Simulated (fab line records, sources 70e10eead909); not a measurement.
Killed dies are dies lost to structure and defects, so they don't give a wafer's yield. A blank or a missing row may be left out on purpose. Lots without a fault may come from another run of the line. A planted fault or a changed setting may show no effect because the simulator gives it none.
fab line records | flow nand_harc | part 2 of 2: steps 23 to 27 of 27
record lots=5 wafers=15 last_day=28
route steps=1302 shown A_CHANNEL_HOLE_D2@572
lots that met no fault: from a run of the same line without faults
start_h: hours from the record's first day to the start of the lot's first wafer shown | wait_h: hours since the lot's step before | " the same as in the row above | L1.1+2: a row that stands for several wafers | - no value, or no start given | * or withheld: withheld | < > ~ a bound
route shown NAME@n: a module of which the file shows steps, and the number in the route of the first | usual: mean/standard deviation of fault-free wafers | same: alike in all rows | chamber/n: place in a boat | sites: the reading at each site | _std_site: their standard deviation | _edge_site: outer sites' mean less inner sites' | radius_mm: how far each site lies from the wafer's centre | mask NAME#n: copy n | behind: the tool/chamber that last shaped the wafer | hold: why the lot was held/for how many hours/how that ended | device: the transistor (n, p or np) that didn't switch | end of line: the same wafers' tests at the end of the route | a step without rows: its recipe alone | killed: dies lost to structure and defects at the first sort, not the wafer's yield | map: a wafer's dies, x killed, . not, _ none there
set.NAME: the setting as run; set.NAME@STEP: as run at that earlier step | model.NAME: the simulator's own value behind a step, which no gauge read
lots at some steps of the route; a table a step, a row a wafer
services: from which hour (start_h, from the record's first day; less than 0 if before it) a tool's chamber was out of use, for how many hours, and why
## steps
# step NHARC_A_CHANNEL_HOLE_D2_ETCH_22
# recipe bias_v=3000 source_w=withheld pressure_mtorr=20 time_s=666.7 ar_flow_sccm=375 c4f8_flow_sccm=89.3 o2_flow_sccm=35.7 temp_c=-20 target_depth_a=16000 chemistry=C4F8/O2/Ar
# usual drypump_motor_current_A=5.4/0.37 showerhead_plenum_p_Torr=3.62/0.075 temp_c=-20.01/0.1 throttle_valve_pct=32.155/0.011
# columns lot.wafer tool chamber start_h wait_h drypump_motor_current_A rf_hours_counter_h showerhead_plenum_p_Torr temp_c throttle_valve_pct
L074.1 har_etch-01 0 299.15 0.4 5.8 157 3.54 -19.98 32.136
L074.2 " 1 " " 4.9 157 3.69 -20.15 32.158
L074.3 " 0 " " 5.8 - 3.54 -20.04 32.147
L076.1 har_etch-02 0 308.93 0.4 5.7 368 3.63 -20.02 32.162
L076.3 " 1 " " 5.3 - 3.74 -20.03 32.158
L076.6 " 1 " " 5.3 - 3.74 -20.03 32.148
L079.3 har_etch-02 0 341.97 0.4 5.7 - 3.62 -19.81 32.149
L079.5 " 1 " " 5.3 - 3.72 -20.09 32.169
L079.6 " 0 " " 5.7 - 3.62 -19.94 32.139
L082.2 har_etch-01 1 368.46 0.4 4.9 199 3.67 -19.99 32.152
L082.4 " 0 " " 5.8 - 3.51 -20.04 32.158
L082.5 " 1 " " 4.9 - 3.67 -20.05 32.149
L084.1 har_etch-01 0 396.50 0.4 5.8 218 3.50 -19.96 32.151
L084.4 " 0 " " 5.8 - 3.50 -19.67 32.154
L084.3 " 1 " " 4.9 - 3.66 -19.91 32.147
# step NHARC_A_CHANNEL_HOLE_D2_ETCH_23
# recipe bias_v=5000 source_w=withheld pressure_mtorr=20 time_s=819 ar_flow_sccm=375 c4f8_flow_sccm=89.3 o2_flow_sccm=35.7 temp_c=-20 target_depth_a=16000 chemistry=C4F8/O2/Ar
# usual drypump_motor_current_A=5.4/0.37 showerhead_plenum_p_Torr=3.62/0.075 temp_c=-20.01/0.1 throttle_valve_pct=32.156/0.0089
# columns lot.wafer tool chamber start_h wait_h drypump_motor_current_A rf_hours_counter_h showerhead_plenum_p_Torr temp_c throttle_valve_pct
L074.1 har_etch-01 0 299.73 0.5 5.8 158 3.54 -20.02 32.166
L074.2 " 1 " " 4.9 158 3.69 -19.99 32.170
L074.3 " 0 " " 5.8 - 3.54 -19.88 32.153
L076.1 har_etch-02 0 309.50 0.5 5.7 368 3.63 -19.91 32.162
L076.3 " 1 " " 5.3 - 3.74 -20.18 32.149
L076.6 " 1 " " 5.3 - 3.73 -20.15 32.163
L079.3 har_etch-02 0 342.60 0.5 5.8 - 3.62 -19.98 32.145
L079.5 " 1 " " 5.3 - 3.72 -20.07 32.161
L079.6 " 0 " " 5.7 - 3.62 -20.00 32.160
L082.2 har_etch-01 1 369.04 0.5 4.9 200 3.67 -20.02 32.160
L082.4 " 0 " " 5.8 - 3.51 -19.86 32.149
L082.5 " 1 " " 4.9 - 3.67 -20.04 32.160
L084.1 har_etch-01 0 397.07 0.5 5.8 219 3.50 -20.00 32.164
L084.4 " 0 " " 5.8 - 3.50 -20.21 32.154
L084.3 " 1 " " 4.9 - 3.66 -20.03 32.187
# step NHARC_A_CHANNEL_HOLE_D2_ETCH_24
# recipe bias_v=5000 source_w=withheld pressure_mtorr=20 time_s=906.2 ar_flow_sccm=375 c4f8_flow_sccm=93.8 o2_flow_sccm=31.2 temp_c=-20 target_depth_a=15000 chemistry=C4F8/O2/Ar
# usual drypump_motor_current_A=5.4/0.38 showerhead_plenum_p_Torr=3.61/0.075 temp_c=-19.99/0.1 throttle_valve_pct=32.236/0.0093
# columns lot.wafer tool chamber start_h wait_h drypump_motor_current_A rf_hours_counter_h showerhead_plenum_p_Torr temp_c throttle_valve_pct
L074.1 har_etch-01 0 300.43 0.6 5.8 159 3.53 -20.06 32.231
L074.2 " 1 " " 4.9 159 3.69 -20.03 32.258
L074.3 " 0 " " 5.8 - 3.53 -20.18 32.247
L076.1 har_etch-02 0 310.20 0.6 5.7 369 3.63 -20.01 32.244
L076.3 " 1 " " 5.3 - 3.73 -19.90 32.238
L076.6 " 1 " " 5.3 - 3.73 -20.04 32.226
L079.3 har_etch-02 0 343.33 0.6 5.7 - 3.62 -19.96 32.243
L079.5 " 1 " " 5.3 - 3.72 -20.09 32.244
L079.6 " 0 " " 5.8 - 3.62 -20.05 32.221
L082.2 har_etch-01 1 369.74 0.6 4.9 201 3.66 -20.12 32.233
L082.4 " 0 " " 5.8 - 3.51 -19.99 32.242
L082.5 " 1 " " 4.9 - 3.66 -20.06 32.242
L084.1 har_etch-01 0 397.74 0.6 5.8 220 3.50 -19.87 32.235
L084.4 " 0 " " 5.8 - 3.50 -20.02 32.236
L084.3 " 1 " " 4.9 - 3.65 -19.88 32.234
# step NHARC_A_CHANNEL_HOLE_D2_ETCH_25
# recipe bias_v=5000 source_w=withheld pressure_mtorr=20 time_s=1040.2 ar_flow_sccm=375 c4f8_flow_sccm=93.8 o2_flow_sccm=31.2 temp_c=-20 target_depth_a=15000 chemistry=C4F8/O2/Ar
# usual drypump_motor_current_A=5.4/0.37 showerhead_plenum_p_Torr=3.61/0.075 temp_c=-20.01/0.1 throttle_valve_pct=32.236/0.0088
# columns lot.wafer tool chamber start_h wait_h drypump_motor_current_A rf_hours_counter_h showerhead_plenum_p_Torr temp_c throttle_valve_pct
L074.1 har_etch-01 0 301.19 0.6 5.8 159 3.53 -20.11 32.229
L074.2 " 1 " " 4.9 159 3.69 -20.09 32.238
L074.3 " 0 " " 5.8 - 3.53 -19.99 32.222
L076.1 har_etch-02 0 310.98 0.6 5.7 370 3.63 -20.13 32.231
L076.3 " 1 " " 5.3 - 3.73 -20.01 32.243
L076.6 " 1 " " 5.3 - 3.73 -20.09 32.241
L079.3 har_etch-02 0 344.16 0.7 5.7 - 3.62 -20.21 32.252
L079.5 " 1 " " 5.3 - 3.72 -20.12 32.246
L079.6 " 0 " " 5.7 - 3.62 -20.07 32.243
L082.2 har_etch-01 1 370.52 0.7 4.9 201 3.66 -19.99 32.238
L082.4 " 0 " " 5.8 - 3.51 -20.04 32.218
L082.5 " 1 " " 4.9 - 3.66 -19.87 32.224
L084.1 har_etch-01 0 398.53 0.7 5.8 220 3.50 -19.88 32.231
L084.4 " 0 " " 5.8 - 3.50 -19.99 32.226
L084.3 " 1 " " 4.9 - 3.65 -19.96 32.234
# step NHARC_A_CHANNEL_HOLE_D2_ETCH_26
# recipe bias_v=300 source_w=2000 pressure_mtorr=30 time_s=224.1 ar_flow_sccm=375 c4f8_flow_sccm=11.4 o2_flow_sccm=113.6 temp_c=-20 target_depth_a=3000 chemistry=C4F8/O2/Ar
# usual drypump_motor_current_A=5.4/0.37 showerhead_plenum_p_Torr=3.66/0.079 temp_c=-20.01/0.1 throttle_valve_pct=24.584/0.0096
# columns lot.wafer tool chamber start_h wait_h drypump_motor_current_A rf_hours_counter_h showerhead_plenum_p_Torr temp_c throttle_valve_pct
L074.1 har_etch-01 0 302.06 0.7 5.8 160 3.57 -20.04 24.578
L074.2 " 1 " " 4.9 160 3.74 -19.95 24.568
L074.3 " 0 " " 5.8 - 3.57 -20.08 24.573
L076.1 har_etch-02 0 311.86 0.7 5.7 371 3.68 -20.17 24.590
L076.3 " 1 " " 5.3 - 3.78 -20.18 24.600
L076.6 " 1 " " 5.3 - 3.78 -20.14 24.587
L079.3 har_etch-02 0 344.70 0.4 5.7 - 3.66 -19.96 24.584
L079.5 " 1 " " 5.3 - 3.77 -19.90 24.582
L079.6 " 0 " " 5.7 - 3.66 -19.89 24.571
L082.2 har_etch-01 1 371.28 0.6 4.9 202 3.71 -20.10 24.577
L082.4 " 0 " " 5.8 - 3.55 -19.89 24.580
L082.5 " 1 " " 4.9 - 3.71 -20.06 24.585
L084.1 har_etch-01 0 399.42 0.7 5.8 221 3.54 -19.85 24.584
L084.4 " 0 " " 5.8 - 3.54 -19.80 24.593
L084.3 " 1 " " 4.9 - 3.70 -20.04 24.585
## services
# columns tool chamber start_h hours kind
rie_diel-03 - 281.30 9.0 pm
rie_diel-03 0 281.30 9.0 vent_cycle
rie_diel-13 - 284.62 0.1 repair
arfi_scanner-01 - 285.44 10.8 repair
arfi_scanner-02 - 300.39 2.5 repair
arfi_scanner-02 - 312.00 4.0 pm
rie_diel-13 0 324.35 3.3 repair
litho_track-01 - 330.00 7.0 pm
rie_diel-03 0 333.47 7.0 repair
rie_diel-13 3 340.62 3.4 repair
rie_diel-13 - 342.00 9.0 pm
arfi_scanner-02 - 353.05 0.3 repair
litho_track-06 - 354.00 7.0 pm
har_etch-01 - 354.24 1.8 repair
rie_diel-03 3 358.52 5.0 repair
arfi_scanner-03 - 370.32 4.0 pm
har_etch-02 - 377.00 17.0 pm
har_etch-02 0 377.00 17.0 vent_cycle
har_etch-02 1 377.00 17.0 vent_cycle
litho_track-04 - 378.00 7.0 pm
arfi_scanner-01 - 382.39 5.7 repair
har_etch-02 0 394.00 - clean
har_etch-02 0 394.00 - consumable_replace:focus_ring
har_etch-02 1 394.00 - clean
